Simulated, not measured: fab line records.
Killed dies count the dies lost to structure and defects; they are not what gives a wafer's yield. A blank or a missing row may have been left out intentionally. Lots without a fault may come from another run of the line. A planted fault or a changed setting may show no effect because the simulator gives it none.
Lot-split experiment ; flow n5_finfet ; 7 lots, 39 wafers read, on a route of 1938 steps

== ABOUT THE SPLIT ==
At N5_MOL_CONTACT_COAG_ETCHBACK_135 (etches SiO2 in CHF3, target depth 25 nm, time 16.7 s), the setting time_s was moved away from the recipe's 16.7 s on 9 of the 39 wafers read, by -51.1% to -31.9%. The other wafers ran this setting at the recipe's value.

== BETWEEN THE SPLIT AND THE READING: the file shows 1 step in between ==
- N5_MOL_CONTACT_COAG_STRIP_118: strips in CHF3

== THE READING ==
SOC_of_MOL_CONTACT_COAG_COAT_75.thk_nm (the simulator's own value, which no gauge read), in nm, at N5_MOL_CONTACT_COAG_VIA_ETCH_46 (etches SiO2 in C4F6/O2, target depth 46 nm, overetch 9.2 nm, time 40 s). The file gives no usual value for it. The 30 wafers here that ran the recipe average 50.7 nm, standard deviation 0.2 nm.

wafer;tool, chamber at the split;time_s as run, s;against the recipe;SOC_of_MOL_CONTACT_COAG_COAT_75.thk_nm, nm;against lot-mates on the recipe
L074.2;rie_diel-05, 0;16.7;recipe;50.4;-
L074.4;rie_diel-05, 3,2;16.7;recipe;50.6;-
L074.6;rie_diel-05, 3,2;16.7;recipe;50.6;-
L076.1;rie_diel-01, 2,3;16.7;recipe;50.6;-
L076.2;rie_diel-01, 2,3;16.7;recipe;50.6;-
L076.5;rie_diel-01, 1,0,1,2;16.7;recipe;50.6;-
L076.6;rie_diel-01, 1,0,1,2;16.7;recipe;50.6;-
L076.3;rie_diel-01, 1,0,1,2;16.7;recipe;50.8;-
L076.4;rie_diel-01, 1,0,1,2;16.7;recipe;51;-
L079.1;rie_diel-03, 2,1,0;16.7;recipe;50.8;-
L079.2;rie_diel-03, 2,1,0;16.7;recipe;50.8;-
L079.3;rie_diel-03, 2,1,0;16.7;recipe;50.8;-
L079.6;rie_diel-03, 3,0;16.7;recipe;50.8;-
L079.4;rie_diel-03, 3,0;16.7;recipe;50.6;-
L079.5;rie_diel-03, 1;16.7;recipe;50.4;-
L083.1;rie_diel-03, 2,0;16.7;recipe;51;-
L083.5;rie_diel-03, 2,0;16.7;recipe;51;-
L083.2;rie_diel-03, 3,1,3;16.7;recipe;50.6;-
L083.3;rie_diel-03, 3,1,3;16.7;recipe;50.8;-
L083.4;rie_diel-03, 0;16.7;recipe;50.8;-
L083.6;rie_diel-03, 3,1,3;16.7;recipe;50.8;-
L088.1;rie_diel-03, 2;8.638;-48.3%;51.8;+0.9
L088.2;rie_diel-03, 1,0,2;16.7;recipe;50.8;-
L088.6;rie_diel-03, 1,0,2;16.7;recipe;50.8;-
L088.3;rie_diel-03, 1,0,2;16.7;recipe;51.2;-
L088.4;rie_diel-03, 3,1;8.638;-48.3%;52;+1.1
L088.5;rie_diel-03, 3,1;8.638;-48.3%;52.2;+1.3
L092.1;rie_diel-05, 1,2,0;11.37;-31.9%;51.4;+0.8
L092.5;rie_diel-05, 1,2,0;11.37;-31.9%;51.4;+0.8
L092.2;rie_diel-05, 0;16.7;recipe;50.4;-
L092.3;rie_diel-05, 3,1;16.7;recipe;50.4;-
L092.4;rie_diel-05, 1,2,0;11.37;-31.9%;51.6;+1.0
L092.6;rie_diel-05, 3,1;16.7;recipe;51;-
L093.1;rie_diel-03, 1,3,2;16.7;recipe;50.6;-
L093.2;rie_diel-03, 1,3,2;16.7;recipe;50.6;-
L093.6;rie_diel-03, 1,3,2;16.7;recipe;50.6;-
L093.3;rie_diel-03, 2,0;8.161;-51.1%;52;+1.4
L093.5;rie_diel-03, 1;8.161;-51.1%;52;+1.4
L093.4;rie_diel-03, 2,0;8.161;-51.1%;52.2;+1.6
Rows listing several chambers each stand for several wafers; the file does not say which wafer went through which chamber.

THE FIT
A straight line over all 39 wafers: SOC_of_MOL_CONTACT_COAG_COAT_75.thk_nm changes by -0.0261 nm for each +1% of time_s; r = -0.94; the points scatter about the line by 0.19 nm.
The same after taking each lot's own level away (the mean of its wafers on the recipe; 39 wafers): -0.0258 nm for each +1%; r = -0.95; scatter 0.17 nm.
According to that fit, moving time_s by its largest amount changes the reading by 1.3 nm.
From 50.53 to 50.93 nm: that is the span of the lots' own levels, equal to 2.0 times the standard deviation above.
The two slopes are in agreement: the lot-to-lot level therefore moves the slope only a little.
Check: +1.31 nm against its lot-mates is what the line predicts for one of the wafers moved furthest among these (-51.1%) when that wafer is left out of the fit. Against them it came out at +1.4 nm.

== ADDITIONAL SPLITS CARRIED BY THESE WAFERS ==
These wafers also went through other splits before the reading. Each is held against what the fit with the lots' levels taken away leaves over:
other split on the same wafers;wafers away from the commonest value;r with SOC_of_MOL_CONTACT_COAG_COAT_75.thk_nm (lot level and that fit taken away)
N5_ZERO_LAYER_ETCH_18 target_depth_a;15;+0.06
N5_FIN_SAQP_PECVD_06 time_s;15;-0.16
N5_SD_EPI_N_ETCH_16 target_depth_a;12;+0.08
N5_HKMG_FIN_ETCH_55 time_s;15;+0.12

== THE WHOLE CHAIN: every reading that the file lists as answering this split, in the file's order ==
step;what it does;reading;change (the file's fit);r (the file's)
N5_MOL_CONTACT_COAG_ETCHBACK_135;etches SiO2 in CHF3, target depth 25 nm, time 16.7 s;SOC_of_MOL_CONTACT_COAG_COAT_75.thk_nm (the simulator's own value, which no gauge read);-0.0245 nm for each +1% of the setting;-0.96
N5_MOL_CONTACT_COAG_VIA_ETCH_46;etches SiO2 in C4F6/O2, target depth 46 nm, overetch 9.2 nm, time 40 s;SOC_of_MOL_CONTACT_COAG_COAT_75.thk_nm (the simulator's own value, which no gauge read);-0.0258 nm for each +1% of the setting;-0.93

== THE FILE'S OWN FIT ==
SOC_of_MOL_CONTACT_COAG_COAT_75.thk_nm changes by -0.0258 nm for each +1% of time_s, r = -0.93.
